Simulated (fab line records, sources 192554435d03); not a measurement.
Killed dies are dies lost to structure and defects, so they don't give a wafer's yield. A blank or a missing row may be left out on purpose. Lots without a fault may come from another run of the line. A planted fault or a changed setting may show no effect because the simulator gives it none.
Which tool did it? | flow n5_finfet | 11 lots, 32 wafers sampled, at 2 steps of a route of 1938

WHAT THE GAUGES READ, wafer by wafer
N5_BEOL_M10_CD_MEAS_35: target cd 70 nm.
lot  | measured     | on        | cd_nm (nm)
L739 | day 12 06:28 | cd_sem-01 | 69.4 70.2 68.1
L742 | day 12 11:26 | cd_sem-03 | 69.6 69.1 69.7
L740 | day 12 15:31 | cd_sem-02 | 69.6 69.8
L743 | day 13 03:42 | cd_sem-02 | 70.0 68.9 70.1
L745 | day 14 09:23 | cd_sem-03 | 68.8 69.5 70.5
L748 | day 14 12:56 | cd_sem-02 | 70.4 69.5 69.2
L752 | day 15 01:59 | cd_sem-02 | 70.4 71.0 69.1
L755 | day 15 18:44 | cd_sem-03 | 70.1 71.0 69.2
L754 | day 17 00:11 | cd_sem-01 | 70.1 69.8 69.8
L760 | day 17 12:01 | cd_sem-01 | 70.6 69.9 71.3
L759 | day 18 06:11 | cd_sem-02 | 70.6 69.8 69.9

WHICH TOOL RAN EACH LOT (tool, then ch and the chambers of the sampled wafers, then the start)
lot  | N5_BEOL_M10_ETCH_41
L739 | rie_diel-05 ch 0,1, day 12 06:28 or earlier
L742 | rie_diel-04 ch 1,2, day 12 11:26 or earlier
L740 | rie_diel-05 ch 0,1, day 12 15:31 or earlier
L743 | rie_diel-04 ch 0,1,2, day 13 03:42 or earlier
L745 | rie_diel-05 ch 0,1,2, day 14 09:23 or earlier
L748 | rie_diel-05 ch 2,3, day 14 12:56 or earlier
L752 | rie_diel-01 ch 0,3, day 15 01:59 or earlier
L755 | rie_diel-04 ch 1,2,3, day 15 18:44 or earlier
L754 | rie_diel-04 ch 2,3, day 17 00:11 or earlier
L760 | rie_diel-05 ch 0,1,3, day 17 12:01 or earlier
L759 | rie_diel-04 ch 0,2,3, day 18 06:11 or earlier
- N5_BEOL_M10_ETCH_41: etches SiCN in CH3F/O2, target depth 42.6 nm, time 86 s.

THE ANSWER, worked out from the rows above alone
Rule: what is usual is taken from the lots themselves. Put in order of their means at a reading, lots are off if they are a third of the lots or fewer, leave a main group of 4 or more, and stand apart from it by a gap of 3 or more times the standard deviation of the main group's means; of several such gaps the widest counts. A main group whose means are all the same, to the digits that the tables above print for the reading, isn't used. A lot without any number at a reading at which 4 lots or more have one is off too. The other lots that the step has rows for count as sound.
No lot is off at any reading shown: from this, nothing can be told.

WHAT THE SIMULATOR HAD PUT IN
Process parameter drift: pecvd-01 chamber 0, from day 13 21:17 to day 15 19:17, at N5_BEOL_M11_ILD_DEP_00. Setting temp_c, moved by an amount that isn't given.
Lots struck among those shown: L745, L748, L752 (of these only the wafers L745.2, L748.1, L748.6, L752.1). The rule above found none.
